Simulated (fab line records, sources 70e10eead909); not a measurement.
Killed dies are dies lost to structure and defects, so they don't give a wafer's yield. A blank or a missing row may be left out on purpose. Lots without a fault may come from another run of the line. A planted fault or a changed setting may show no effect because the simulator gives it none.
fab line records | flow nand_harc
record lots=12 wafers=36 last_day=25
route steps=1159 shown A_STAIRCASE@532 END@1159
lots that met no fault: from a run of the same line without faults
start_h: hours from the record's first day to the start of the lot's first wafer shown | wait_h: hours since the lot's step before | " the same as in the row above | L1.1+2: a row that stands for several wafers | - no value, or no start given | * or withheld: withheld | < > ~ a bound
route shown NAME@n: a module of which the file shows steps, and the number in the route of the first | usual: mean/standard deviation of fault-free wafers | same: alike in all rows | chamber/n: place in a boat | sites: the reading at each site | _std_site: their standard deviation | _edge_site: outer sites' mean less inner sites' | radius_mm: how far each site lies from the wafer's centre | mask NAME#n: copy n | behind: the tool/chamber that last shaped the wafer | hold: why the lot was held/for how many hours/how that ended | device: the transistor (n, p or np) that didn't switch | end of line: the same wafers' tests at the end of the route | a step without rows: its recipe alone | killed: dies lost to structure and defects at the first sort, not the wafer's yield | map: a wafer's dies, x killed, . not, _ none there
set.NAME: the setting as run; set.NAME@STEP: as run at that earlier step | model.NAME: the simulator's own value behind a step, which no gauge read
steps of the route over a sample of lots; a table a step, a row a wafer
services: from which hour (start_h, from the record's first day; less than 0 if before it) a tool's chamber was out of use, for how many hours, and why
## steps
# step NHARC_A_STAIRCASE_ETCH_170
# recipe target_depth_a=2000 time_s=66.667 ion_energy_ev=250 c4f6_flow_sccm=25 o2_flow_sccm=20 ar_flow_sccm=500 rf_w=600 bias_w=500 chemistry=C4F6/O2
# usual bias_w=499.9/1.5 drypump_motor_current_A=5.6/0.4 oes_product_au=0.973/0.016 rf_vpp_V=547/3.9 showerhead_plenum_p_Torr=3.92/0.18 throttle_valve_pct=26.904/0.0098
# columns lot.wafer tool chamber start_h wait_h bias_w drypump_motor_current_A oes_product_au rf_hours_counter_h rf_vpp_V showerhead_plenum_p_Torr throttle_valve_pct
L998.3 rie_diel-10 3 - - 501.4 5.3 0.971 12 550 4.08 26.916
L998.5 " 1 " " 502.1 5.4 0.992 - 553 4.22 26.905
L998.6 " 2 " " 503.0 6.1 0.977 - 551 4.13 26.892
L999.3 rie_diel-05 2 - - 498.9 5.3 0.969 23 547 3.96 26.917
L999.2 " 1 " " 502.0 6.0 0.955 24 547 3.91 26.898
L999.5 " 2 " " 497.4 5.4 0.973 - 548 3.96 26.900
L105.1 rie_diel-10 3 - - 501.1 5.3 0.996 34 551 4.06 26.902
L105.4 " 0 " " 498.9 5.2 0.994 34 543 3.73 26.899
L105.6 " 3 " " 501.1 5.3 0.980 - 549 4.06 26.899
L109.3 rie_diel-05 3 - - 500.1 5.0 0.950 39 545 3.84 26.910
L109.1 " 0 " " 500.1 6.1 0.937 52 541 3.64 26.901
L109.6 " 0 " " 499.2 6.1 0.936 - 541 3.64 26.902
L114.1 rie_diel-05 0 - - 500.2 6.1 0.974 58 541 3.64 26.892
L114.4 " 1 " " 499.8 6.0 0.969 55 547 3.89 26.908
L114.6 " 0 " " 499.4 6.1 0.973 - 540 3.64 26.903
L113.2 rie_diel-01 0 - - 500.5 5.6 0.961 2 543 3.77 26.895
L113.4 " 2 " " 500.8 5.4 0.974 1 543 3.72 26.901
L113.5 " 0 " " 499.0 5.6 0.946 - 544 3.78 26.908
L117.4 rie_diel-10 2 - - 502.0 6.1 0.937 54 550 4.10 26.924
L117.1 " 0 " " 503.1 5.3 0.954 55 542 3.72 26.907
L117.5 " 2 " " 501.4 6.1 0.941 - 551 4.10 26.902
L115.2 rie_diel-01 2 - - 498.6 5.4 0.985 6 542 3.72 26.925
L115.3 " 3 " " 498.0 5.0 0.992 7 553 4.22 26.898
L115.1 " 1 " " 501.6 6.0 0.985 6 550 4.06 26.899
L118.2 rie_diel-01 1 - - 501.5 6.0 0.973 10 550 4.06 26.900
L118.4 " 0 " " 502.2 5.6 0.971 12 545 3.77 26.905
L118.6 " 1 " " 502.4 6.0 0.977 - 550 4.06 26.915
L119.2 rie_diel-05 0 - - 498.6 6.1 0.975 0 553 4.23 26.898
L119.5 " 2 " " 502.3 5.3 0.975 - 547 3.94 26.886
L119.6 " 3 " " 499.5 5.0 0.969 - 545 3.83 26.885
L121.1 rie_diel-01 0 - - 499.4 5.6 0.999 19 544 3.77 26.909
L121.2 " 2 " " 499.0 5.4 0.974 19 542 3.71 26.918
L121.5 " 0 " " 499.2 5.6 1.003 - 543 3.76 26.894
L120.1 rie_diel-01 0 - - 497.8 5.6 0.980 20 544 3.76 26.914
L120.5 " 3 " " 497.9 5.0 0.998 - 553 4.21 26.897
L120.6 " 0 " " 500.1 5.6 0.978 - 544 3.76 26.910
# step NHARC_A_STAIRCASE_TRIM_16
# recipe time_s=211.2 o2_flow_sccm=500 ar_flow_sccm=0 bias_w=0 chemistry=O2
# usual drypump_motor_current_A=5.5/0.42 oes_product_au=1.003/0.0065 rf_vpp_V=57.6/0.93 showerhead_plenum_p_Torr=3.50/0.16 throttle_valve_pct=17.036/0.0092
# same bias_w=0
# columns lot.wafer tool chamber start_h wait_h drypump_motor_current_A oes_product_au rf_hours_counter_h rf_vpp_V showerhead_plenum_p_Torr throttle_valve_pct
L998.3 rie_diel-05 2 - - 5.3 0.997 17 56.9 3.57 17.043
L998.6 " 2 " " 5.3 1.009 - 56.7 3.57 17.028
L998.5 " 3 " " 5.0 1.003 - 57.4 3.47 17.029
L999.2 rie_diel-05 0 - - 6.0 1.002 26 57.5 3.28 17.031
L999.3 " 1 " " 6.1 1.005 25 58.1 3.51 17.039
L999.5 " 3 " " 5.0 1.012 - 58.0 3.46 17.029
L105.1 rie_diel-10 1 - - 5.4 0.998 33 58.9 3.79 17.041
L105.4 " 0 " " 5.2 1.008 35 58.1 3.35 17.032
L105.6 " 2 " " 6.1 1.011 - 58.3 3.71 17.040
L109.3 rie_diel-05 3 - - 5.0 1.003 40 56.4 3.45 17.043
L109.1 " 2 " " 5.4 1.001 48 58.0 3.55 17.049
L109.6 " 3 " " 5.0 1.011 - 56.8 3.45 17.052
L114.4 rie_diel-10 3 - - 5.3 1.004 52 57.1 3.65 17.024
L114.1 " 0 " " 5.3 0.999 53 57.6 3.34 17.045
L114.6 " 2 " " 6.2 1.008 - 56.5 3.70 17.051
L113.2 rie_diel-05 3 - - 5.0 1.005 48 57.7 3.45 17.029
L113.4 " 0 " " 6.0 1.004 60 57.7 3.26 17.040
L113.5 " 2 " " 5.3 1.007 - 55.9 3.55 17.039
L117.4 rie_diel-01 1 - - 6.0 1.002 6 58.0 3.66 17.033
L117.1 " 2 " " 5.4 1.001 7 57.7 3.34 17.028
L117.5 " 0 " " 5.6 1.011 - 59.1 3.39 17.045
L115.3 rie_diel-01 2 - - 5.4 1.010 7 58.4 3.34 17.046
L115.1 " 0 " " 5.6 1.012 8 57.4 3.39 17.052
L115.2 " 1 " " 6.0 1.006 6 58.0 3.66 17.047
L118.2 rie_diel-01 0 - - 5.6 1.005 13 56.8 3.39 17.024
L118.4 " 2 " " 5.4 1.003 12 58.1 3.34 17.041
L118.6 " 0 " " 5.6 1.004 - 57.3 3.38 17.020
L119.2 rie_diel-05 1 - - 6.1 1.000 1 57.1 3.49 17.028
L119.6 " 2 " " 5.3 1.006 - 58.6 3.54 17.027
L119.5 " 3 " " 5.0 1.007 - 58.3 3.45 17.026
L121.2 rie_diel-01 0 - - 5.6 1.006 20 56.1 3.38 17.039
L121.1 " 2 " " 5.4 1.013 19 55.1 3.33 17.036
L121.5 " 3 " " 5.0 1.011 - 58.6 3.80 17.040
L120.1 rie_diel-10 3 - - 5.3 1.007 2 59.9 3.64 17.017
L120.6 " 2 " " 6.1 1.008 - 58.2 3.69 17.054
L120.5 " 3 " " 5.3 1.007 - 59.0 3.64 17.033
# step NHARC_A_STAIRCASE_ETCH_25
# recipe target_depth_a=1000 time_s=40.5 ion_energy_ev=400 c4f8_flow_sccm=20 o2_flow_sccm=10 ar_flow_sccm=withheld rf_w=600 bias_w=1000 chemistry=C4F8/O2
# usual bias_w=1000.2/2.8 oes_product_au=0.945/0.01 rf_vpp_V=895/6.2
# columns lot.wafer tool chamber start_h wait_h bias_w oes_product_au rf_hours_counter_h rf_vpp_V
L998.3 rie_diel-05 1 224.11 - 1007.1 0.940 19 896
L998.6 " 2 " " 996.5 0.946 - 897
L998.5 " 3 " " 1005.1 0.958 - 894
L999.2 rie_diel-10 1 246.14 - 997.9 0.953 21 905
L999.3 " 2 " " 1002.2 0.968 21 904
L999.5 " 1 " " 997.4 0.955 - 905
L105.1 rie_diel-10 0 288.96 - 1000.1 1.119 35 889
L105.4 " 3 " " 994.9 0.945 36 901
L105.6 " 0 " " 998.0 1.120 - 889
L109.3 rie_diel-10 2 312.83 - 1002.9 0.943 44 902
L109.1 " 0 " " 1000.9 1.097 45 890
L109.6 " 1 " " 996.6 0.921 - 903
L114.1 rie_diel-01 1 330.65 - 998.2 0.951 3 902
L114.4 " 2 " " 997.8 0.956 3 890
L114.6 " 0 " " 1002.5 0.949 - 891
L113.2 rie_diel-05 1 330.97 - 1003.3 0.931 58 896
L113.4 " 0 " " 994.5 0.944 60 887
L113.5 " 1 " " 999.4 0.939 - 894
L117.1 rie_diel-05 3 340.26 - 1001.2 0.953 52 893
L117.4 " 1 " " 1000.2 0.938 61 894
L117.5 " 0 " " 1003.4 0.931 - 886
L115.1 rie_diel-05 2 340.59 - 1003.2 0.934 60 896
L115.3 " 0 " " 1000.5 0.939 64 887
L115.2 " 1 " " 994.3 0.935 61 893
L118.2 rie_diel-01 1 353.17 - 1002.7 0.939 11 899
L118.4 " 2 " " 998.0 0.952 12 888
L118.6 " 1 " " 999.5 0.948 - 901
L119.2 rie_diel-01 3 356.43 - 1001.4 0.924 17 905
L119.6 " 2 " " 995.5 0.933 - 889
L119.5 " 3 " " 1000.2 0.930 - 905
L121.2 rie_diel-01 1 365.24 - 994.5 0.948 18 900
L121.1 " 2 " " 997.4 0.956 20 889
L121.5 " 1 " " 1000.7 0.945 - 901
L120.1 rie_diel-05 3 371.38 - 1000.7 0.961 11 893
L120.6 " 1 " " 1002.7 0.935 - 896
L120.5 " 2 " " 1000.5 0.947 - 896
# step NHARC_A_STAIRCASE_TRIM_26
# recipe time_s=211.2 o2_flow_sccm=500 ar_flow_sccm=0 bias_w=0 chemistry=O2
# usual drypump_motor_current_A=5.6/0.4 oes_product_au=1.001/0.0078 rf_vpp_V=57.7/0.93 showerhead_plenum_p_Torr=3.52/0.17 throttle_valve_pct=17.036/0.01
# same bias_w=0
# columns lot.wafer tool chamber start_h wait_h drypump_motor_current_A oes_product_au rf_hours_counter_h rf_vpp_V showerhead_plenum_p_Torr throttle_valve_pct
L998.3 rie_diel-05 0 - - 6.1 0.993 21 57.4 3.29 17.034
L998.5 " 1 " " 6.0 0.994 - 57.1 3.52 17.036
L998.6 " 2 " " 5.3 0.996 - 56.4 3.57 17.033
L999.3 rie_diel-10 3 - - 5.3 0.998 23 57.3 3.66 17.031
L999.2 " 2 " " 6.1 0.999 21 58.2 3.71 17.042
L999.5 " 0 " " 5.2 0.996 - 57.8 3.36 17.032
L105.1 rie_diel-10 2 - - 6.2 1.009 33 58.6 3.71 17.025
L105.4 " 3 " " 5.3 1.004 36 59.5 3.66 17.029
L105.6 " 3 " " 5.3 1.002 - 57.7 3.66 17.048
L109.3 rie_diel-10 2 - - 6.1 1.012 44 59.0 3.70 17.023
L109.1 " 3 " " 5.3 1.009 46 58.4 3.65 17.028
L109.6 " 1 " " 5.4 1.007 - 58.9 3.78 17.018
L114.1 rie_diel-01 3 - - 5.1 1.000 4 57.5 3.81 17.035
L114.4 " 0 " " 5.6 0.994 4 56.4 3.39 17.022
L114.6 " 2 " " 5.4 1.008 - 57.8 3.34 17.031
L113.2 rie_diel-05 3 - - 5.0 1.012 48 56.7 3.45 17.039
L113.4 " 2 " " 5.3 0.996 57 57.7 3.55 17.050
L113.5 " 0 " " 6.0 0.991 - 57.7 3.26 17.028
L117.4 rie_diel-05 3 - - 5.0 1.009 52 58.0 3.45 17.034
L117.1 " 2 " " 5.4 1.008 60 58.8 3.54 17.038
L117.5 " 0 " " 6.1 0.993 - 56.8 3.26 17.041
L115.2 rie_diel-05 3 - - 5.0 1.008 52 59.4 3.45 17.030
L115.1 " 1 " " 6.0 0.997 61 56.8 3.49 17.028
L115.3 " 2 " " 5.3 1.000 60 57.2 3.54 17.046
L118.4 rie_diel-01 2 - - 5.4 1.002 12 56.4 3.34 17.033
L118.2 " 0 " " 5.6 1.010 13 58.1 3.39 17.046
L118.6 " 2 " " 5.4 0.996 - 57.2 3.34 17.037
L119.2 rie_diel-01 3 - - 5.0 1.000 17 58.4 3.80 17.042
L119.6 " 2 " " 5.4 1.011 - 56.5 3.34 17.055
L119.5 " 3 " " 5.0 1.006 - 59.1 3.80 17.031
L121.1 rie_diel-01 3 - - 5.0 1.003 22 59.1 3.80 17.036
L121.2 " 0 " " 5.6 1.008 20 58.7 3.38 17.046
L121.5 " 2 " " 5.4 1.013 - 58.3 3.33 17.036
L120.1 rie_diel-05 3 - - 5.0 1.006 11 57.6 3.44 17.034
L120.6 " 0 " " 6.1 0.997 - 58.2 3.80 17.027
L120.5 " 1 " " 6.0 1.012 - 56.9 3.49 17.026
# step NHARC_END_SORT_01
# recipe temp_c=25
# usual killed_at_array=28/8.9 killed_at_other=0.8/1.2 killed_at_periphery=3.3/2.3 killed_dies=32/9.4 killed_open=3.2/1.8 killed_short=1.9/1.4
# same gross_dies=677
# columns lot.wafer tool chamber start_h wait_h killed_at_array killed_at_other killed_at_periphery killed_dies killed_open killed_short
L105.1 prober-02 0 494.77 2.5 650 0 4 654 2 5
L105.4 prober-02 0 497.17 3.4 28 0 7 35 5 2
L105.6 prober-02 0 498.78 4.0 665 0 3 668 5 0
L109.1 prober-01 0 525.25 2.5 672 0 1 673 2 4
L109.3 prober-01 0 526.85 3.1 20 0 2 22 2 1
L109.6 prober-01 0 529.24 4.0 26 2 1 29 6 1
# killed by level:class
L105.1 A_STAIRCASE:area_etch=627 A_CHANNEL_HOLE_D1:chamber_film_flake=17 P_GATE:geometric_particle:short=1 P_CONTACT:geometric_particle:open=1 A_ONON_D1:geometric_particle:short=1 A_CHANNEL_HOLE_D1:geometric_particle:short=1 A_CHANNEL_FILL_D1:geometric_particle:short=1 A_WL_FILL:geometric_particle:short=1
L105.4 A_CHANNEL_HOLE_D1:chamber_film_flake=17 A_STAIRCASE:chamber_film_flake=3 P_CONTACT:geometric_particle:short=2 A_CONTACT:geometric_particle:open=2 A_CONTACT:chamber_film_flake=2 P_M0:geometric_particle:open=1 A_ONON_D1:geometric_particle:open=1 A_WL_FILL:geometric_particle:open=1
L105.6 A_STAIRCASE:area_etch=648 A_CHANNEL_HOLE_D1:chamber_film_flake=10 P_STI:geometric_particle:open=1 A_CHANNEL_HOLE_D1:geometric_particle:open=1 A_CHANNEL_FILL_D1:geometric_particle:open=1 A_WL_FILL:geometric_particle:open=1 A_CONTACT:geometric_particle:open=1 P_ZERO_WELL:chamber_film_flake=1
L109.1 A_STAIRCASE:area_etch=640 A_SLIT:chamber_film_flake=15 A_STAIRCASE:chamber_film_flake=5 A_CONTACT:chamber_film_flake=4 A_CHANNEL_HOLE_D1:chamber_film_flake=3 A_CHANNEL_HOLE_D1:geometric_particle:open=2 P_M0:geometric_particle:short=1 A_ONON_D1:geometric_particle:short=1
L109.3 A_SLIT:chamber_film_flake=10 A_CHANNEL_HOLE_D1:chamber_film_flake=4 A_STAIRCASE:chamber_film_flake=4 P_GATE:geometric_particle:open=1 P_M0:geometric_particle:short=1 A_CONTACT:geometric_particle:open=1 A_WL_FILL:chamber_film_flake=1
L109.6 A_SLIT:chamber_film_flake=13 A_CHANNEL_HOLE_D1:chamber_film_flake=4 A_CHANNEL_FILL_D1:geometric_particle:open=3 A_CONTACT:chamber_film_flake=2 P_GATE:geometric_particle:open=1 A_CHANNEL_FILL_D1:geometric_particle:short=1 A_CONTACT:geometric_particle:open=1 A_M0:geometric_particle:open=1
## services
# columns tool chamber start_h hours kind
rie_diel-05 0 197.25 - clean
rie_diel-05 1 197.25 - clean
rie_diel-05 2 197.25 - clean
rie_diel-05 3 197.25 - clean
rie_diel-05 3 211.75 6.3 repair
rie_diel-05 0 222.88 - clean
rie_diel-05 1 222.88 - clean
rie_diel-05 2 222.88 - clean
rie_diel-05 3 222.88 - clean
rie_diel-05 3 238.27 3.0 repair
rie_diel-05 0 247.88 - clean
rie_diel-05 1 247.88 - clean
rie_diel-05 2 247.88 - clean
rie_diel-05 3 247.88 - clean
rie_diel-05 0 272.38 - clean
rie_diel-05 1 272.38 - clean
rie_diel-05 2 272.38 - clean
rie_diel-05 3 272.38 - clean
rie_diel-05 0 296.92 - clean
rie_diel-05 1 296.92 - clean
rie_diel-01 - 315.10 9.0 pm
rie_diel-05 - 340.75 9.0 pm
rie_diel-10 - 353.50 9.0 pm
rie_diel-01 2 370.60 14.2 repair
## key
first_sign step=NHARC_A_STAIRCASE_ETCH_25 reading=oes_product_au direction=up sigmas=17 usual=0.945 struck=1.112
effect step=NHARC_END_SORT_01 reading=killed_at_array direction=up sigmas=71 usual=28 struck=662
more_kills_born_at NHARC_A_STAIRCASE_ETCH_25@rie_diel-10=1915
met_at NHARC_A_STAIRCASE_ETCH_25
struck_lots L105,L109
struck_wafers L105.1,L105.6,L109.1
later_rows_left_out L105.1,L105.6,L109.1
tester_left_out L105,L109
not_acting_at NHARC_A_STAIRCASE_ETCH_170,NHARC_A_STAIRCASE_TRIM_16,NHARC_A_STAIRCASE_TRIM_26
fault kind=process_parameter_drift tool=rie_diel-10 chamber=0 onset_h=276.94 steps=NHARC_A_STAIRCASE_ETCH_25 channel=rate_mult offset=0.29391 shape=step end_h=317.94
# tester_left_out: of these lots the tester's yield and bins aren't shown, on N5 and GAA mostly nor the transistor test; their killed dies are dies lost to structure and defects alone, not to doping, threshold or leakage, so they don't give the yield
# later_rows_left_out: the simulator's readings of these wafers behind a module that went badly wrong aren't trusted and aren't shown, but for the sort
